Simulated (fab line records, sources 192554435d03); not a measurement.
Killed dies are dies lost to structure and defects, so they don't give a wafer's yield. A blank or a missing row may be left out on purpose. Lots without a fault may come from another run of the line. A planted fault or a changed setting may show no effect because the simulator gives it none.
fab line records | flow n5_finfet
record lots=7 wafers=39
route steps=1938 shown BEOL_M15@1809
start_h: hours from the record's first day to the start of the lot's first wafer shown | wait_h: hours since the lot's step before | " the same as in the row above | L1.1+2: a row that stands for several wafers | - no value, or no start given | * or withheld: withheld | < > ~ a bound
route shown NAME@n: a module of which the file shows steps, and the number in the route of the first | usual: mean/standard deviation of fault-free wafers | same: alike in all rows | chamber/n: place in a boat | sites: the reading at each site | _std_site: their standard deviation | _edge_site: outer sites' mean less inner sites' | radius_mm: how far each site lies from the wafer's centre | mask NAME#n: copy n | behind: the tool/chamber that last shaped the wafer | hold: why the lot was held/for how many hours/how that ended | device: the transistor (n, p or np) that didn't switch | end of line: the same wafers' tests at the end of the route | a step without rows: its recipe alone | killed: dies lost to structure and defects at the first sort, not the wafer's yield | map: a wafer's dies, x killed, . not, _ none there
set.NAME: the setting as run; set.NAME@STEP: as run at that earlier step | model.NAME: the simulator's own value behind a step, which no gauge read
lots whose settings were changed on purpose; a table a step, a row a wafer
## steps
# step N5_BEOL_M15_TRENCH_ETCH_34
# recipe chemistry=C4F8/O2/Ar target=SiO2 target_depth_a=8729.3 he_inner_torr=15 he_outer_torr=30 time_s=199 ion_energy_ev=800 pressure_mtorr=20 source_w=1905 bias_w=2040 Ar_flow_sccm=400 C4F8_flow_sccm=16 O2_flow_sccm=12
# columns lot.wafer tool chamber start_h wait_h set.time_s model.etch.depth_nm model.coat_of_BEOL_M15_COAT_22.thk_nm
L078.1 rie_diel-02 0 362.18 0.0 137.6 615.8 593.6
L078.2 " 1 " " 199 841.1 550.4
L078.3 " 3 " " 199 849.5 554.4
L078.4 " 2 " " 137.6 600.2 599.6
L078.5 " 0 " " 137.6 612.9 592
L078.6 " 3 " " 199 837.5 559.2
L082.1 rie_diel-05 1 385.61 0.0 199 866.6 542
L082.2 " 0 " " 199 856.4 548.6
L082.3 " 2 " " 199 867.1 544.4
L082.4 " 3 " " 199 855.1 540
L082.5 " 2 " " 199 871.1 540.4
L082.6 " 1 " " 199 864.4 542
L083.1 rie_diel-06 1 415.60 0.0 199 856.6 552
L083.2 " 2 " " 199 875.5 546.4
L083.3 " 3 " " 199 901.4 538.4
L083.4 " 1 " " 310.4 1324 459.2
L083.5 " 2 " " 310.4 1367 450.8
L083.6 " 3 " " 310.4 1393 441.2
L084.1 rie_diel-02 0 416.21 0.0 295.7 1322 448.2
L084.2 " 1 " " 199 848.2 549.6
L084.3 " 2 " " 199 877 540.8
L084.4 " 3 " " 199 856.9 551.6
L084.5 " 3 " " 295.7 1268 470
L084.6 " 2 " " 295.7 1303 454.6
L087.1 rie_diel-06 2 450.21 0.0 199 888.4 541
L087.2 " 0 " " 269.2 1147 499
L087.3 " 3 " " 269.2 1231 474.6
L087.4 " 1 " " 199 840.2 551.2
L087.5 " 1 " " 269.2 1147 490
L087.6 " 0 " " 199 844.8 557.2
L094.1 rie_diel-05 0 466.49 0.0 199 889.8 545.4
L094.2 " 1 " " 199 893.7 543.4
L094.3 " 2 " " 199 875.7 548.8
L097.1 rie_diel-02 0 485.66 0.0 199 879.9 541.6
L097.2 " 3 " " 265.2 1135 498.8
L097.3 " 1 " " 199 842.9 551.2
L097.4 " 2 " " 199 866.6 547.2
L097.5 " 2 " " 265.2 1152 489.4
L097.6 " 3 " " 265.2 1130 497.6
# step N5_BEOL_M15_STRIP_36
# recipe chemistry=O2 power_w=600 temp_c=60 pressure_mtorr=30 rf_frequency_hz=6e+07 bias_power_w=0 overash_fraction=0.3 o2_flow_sccm=225
# step N5_BEOL_M15_ECD_47
# recipe material=Cu target_thk_a=18600
# step N5_BEOL_M15_ANNEAL_48
# recipe temp_c=225 time_s=90 ambient=N2
# step N5_BEOL_M15_CMP_49
# recipe stop_on=SiO2 t_overpolish_s=4.9 down_force_psi=2 platen_rpm=80 clearing_platen_down_force_psi=2 clearing_platen_rpm=80 post_cmp_clean=cu_alkaline target_thk_nm=850 clearing_platen_pad_velocity_m_s=1.5917 pad_velocity_m_s=1.5917
# columns lot.wafer tool chamber start_h wait_h set.time_s@BEOL_M15_TRENCH_ETCH_34 model.Cu_of_BEOL_M15_ECD_47.thk_nm
L078.2 cmp-03 1 363.65 0.2 199 818
L078.1 " 2 " " 137.6 592.2
L078.3 " 3 " " 199 825.2
L078.4 " 0 " " 137.6 574.6
L078.6 " 1 " " 199 813.8
L078.5 " 2 " " 137.6 589.2
L082.3 cmp-01 3 391.20 0.2 199 845.4
L082.2 " 0 " " 199 836.4
L082.1 " 1 " " 199 842.6
L082.4 " 2 " " 199 833.2
L082.5 " 3 " " 199 848.4
L082.6 " 0 " " 199 842.8
L083.1 cmp-02 1 419.41 0.3 199 833.2
L083.4 " 2 " " 310.4 1301
L083.3 " 3 " " 199 877
L083.2 " 0 " " 199 852.2
L083.5 " 1 " " 310.4 1345
L083.6 " 2 " " 310.4 1369
L084.4 cmp-03 3 419.68 0.1 199 832.8
L084.2 " 0 " " 199 825
L084.3 " 1 " " 199 854.4
L084.1 " 2 " " 295.7 1299
L084.6 " 3 " " 295.7 1279
L084.5 " 0 " " 295.7 1246
L087.2 cmp-02 3 452.90 0.2 269.2 1125
L087.4 " 0 " " 199 817.6
L087.3 " 1 " " 269.2 1209
L087.1 " 2 " " 199 864.8
L087.6 " 3 " " 199 821.6
L087.5 " 0 " " 269.2 1126
L094.2 cmp-02 3 479.25 0.2 199 869.8
L094.1 " 0 " " 199 866.6
L094.3 " 1 " " 199 852.4
L097.1 cmp-01 2 490.73 0.3 199 856.2
L097.3 " 3 " " 199 820.6
L097.2 " 0 " " 265.2 1113
L097.4 " 1 " " 199 843
L097.5 " 2 " " 265.2 1129
L097.6 " 3 " " 265.2 1107
# step N5_BEOL_M15_THK_MEAS_50
# recipe thk_meas_gauge=xrf reads=Cu_of_BEOL_M15_ECD_47
# usual M15_THK=845/23
# columns lot.wafer tool chamber start_h wait_h set.time_s@BEOL_M15_TRENCH_ETCH_34 M15_THK[nm]
L078.1 film_metro-02 - 363.94 - 137.6 589
L078.2 " - " " 199 814
L078.3 " - " " 199 824
L078.4 " - " " 137.6 571
L078.5 " - " " 137.6 585
L078.6 " - " " 199 809
L082.1 film_metro-02 - 391.49 - 199 831
L082.2 " - " " 199 827
L082.3 " - " " 199 835
L082.4 " - " " 199 819
L082.5 " - " " 199 842
L082.6 " - " " 199 831
L083.1 film_metro-02 - 419.71 - 199 838
L083.2 " - " " 199 857
L083.3 " - " " 199 879
L083.4 " - " " 310.4 1314
L083.5 " - " " 310.4 1357
L083.6 " - " " 310.4 1374
L084.1 film_metro-02 - 419.98 - 295.7 1302
L084.2 " - " " 199 829
L084.3 " - " " 199 856
L084.4 " - " " 199 833
L084.5 " - " " 295.7 1243
L084.6 " - " " 295.7 1277
L087.1 film_metro-01 - 453.19 - 199 868
L087.2 " - " " 269.2 1130
L087.3 " - " " 269.2 1207
L087.4 " - " " 199 821
L087.5 " - " " 269.2 1123
L087.6 " - " " 199 822
L094.1 film_metro-01 - 479.50 - 199 868
L094.2 " - " " 199 873
L094.3 " - " " 199 853
L097.1 film_metro-01 - 491.03 - 199 854
L097.2 " - " " 265.2 1105
L097.3 " - " " 199 815
L097.4 " - " " 199 837
L097.5 " - " " 265.2 1121
L097.6 " - " " 265.2 1099
# step N5_BEOL_M15_PRE_CLEAN_52
# recipe gas=NH3 time_s=15 temp_c=withheld rf_power_w=300
# step N5_BEOL_M15_DEP_53
# recipe material=SiCN target_thk_a=500 temp_c=withheld precursor=3MS/NH3 pressure_torr=3 rf_w=675 time_s=17.8
# step N5_BEOL_M15_RS_MEAS_54
# recipe thk_meas_gauge=four-point-probe reads=Cu_of_BEOL_M15_ECD_47+Ta_of_BEOL_M15_SPUTTER_44+TaN_of_BEOL_M15_SPUTTER_43
# usual M15_RS=0.0217/0.00054
# columns lot.wafer tool chamber start_h wait_h set.time_s@BEOL_M15_TRENCH_ETCH_34 M15_RS[ohm/sq]
L078.1 film_metro-02 - 364.07 0.0 137.6 0.0312
L078.2 " - " " 199 0.0225
L078.3 " - " " 199 0.0222
L078.4 " - " " 137.6 0.0321
L078.5 " - " " 137.6 0.0314
L078.6 " - " " 199 0.0226
L082.1 film_metro-01 - 391.62 0.0 199 0.0217
L082.2 " - " " 199 0.0218
L082.3 " - " " 199 0.0216
L082.4 " - " " 199 0.0220
L082.5 " - " " 199 0.0216
L082.6 " - " " 199 0.0217
L083.1 film_metro-01 - 419.84 0.0 199 0.0220
L083.2 " - " " 199 0.0215
L083.3 " - " " 199 0.0208
L083.4 " - " " 310.4 0.0140
L083.5 " - " " 310.4 0.0135
L083.6 " - " " 310.4 0.0133
L084.1 film_metro-02 - 420.11 0.0 295.7 0.0141
L084.2 " - " " 199 0.0222
L084.3 " - " " 199 0.0215
L084.4 " - " " 199 0.0220
L084.5 " - " " 295.7 0.0147
L084.6 " - " " 295.7 0.0143
L087.1 film_metro-01 - 453.32 0.0 199 0.0211
L087.2 " - " " 269.2 0.0162
L087.3 " - " " 269.2 0.0150
L087.4 " - " " 199 0.0224
L087.5 " - " " 269.2 0.0161
L087.6 " - " " 199 0.0223
L094.1 film_metro-01 - 479.63 0.0 199 0.0211
L094.2 " - " " 199 0.0210
L094.3 " - " " 199 0.0215
L097.1 film_metro-02 - 491.16 0.0 199 0.0214
L097.2 " - " " 265.2 0.0164
L097.3 " - " " 199 0.0224
L097.4 " - " " 199 0.0217
L097.5 " - " " 265.2 0.0162
L097.6 " - " " 265.2 0.0166
## key
split step=N5_BEOL_M15_TRENCH_ETCH_34 setting=time_s stated=199 by=wafer
response step=N5_BEOL_M15_TRENCH_ETCH_34 reading=model.etch.depth_nm change=+8.62 per=1% r=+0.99
response step=N5_BEOL_M15_TRENCH_ETCH_34 reading=model.coat_of_BEOL_M15_COAT_22.thk_nm change=-1.69 per=1% r=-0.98
response step=N5_BEOL_M15_CMP_49 reading=model.Cu_of_BEOL_M15_ECD_47.thk_nm change=+8.63 per=1% r=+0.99
response step=N5_BEOL_M15_THK_MEAS_50 reading=M15_THK change=+8.64 per=1% r=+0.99
response step=N5_BEOL_M15_RS_MEAS_54 reading=M15_RS change=-0.000169 per=1% r=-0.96
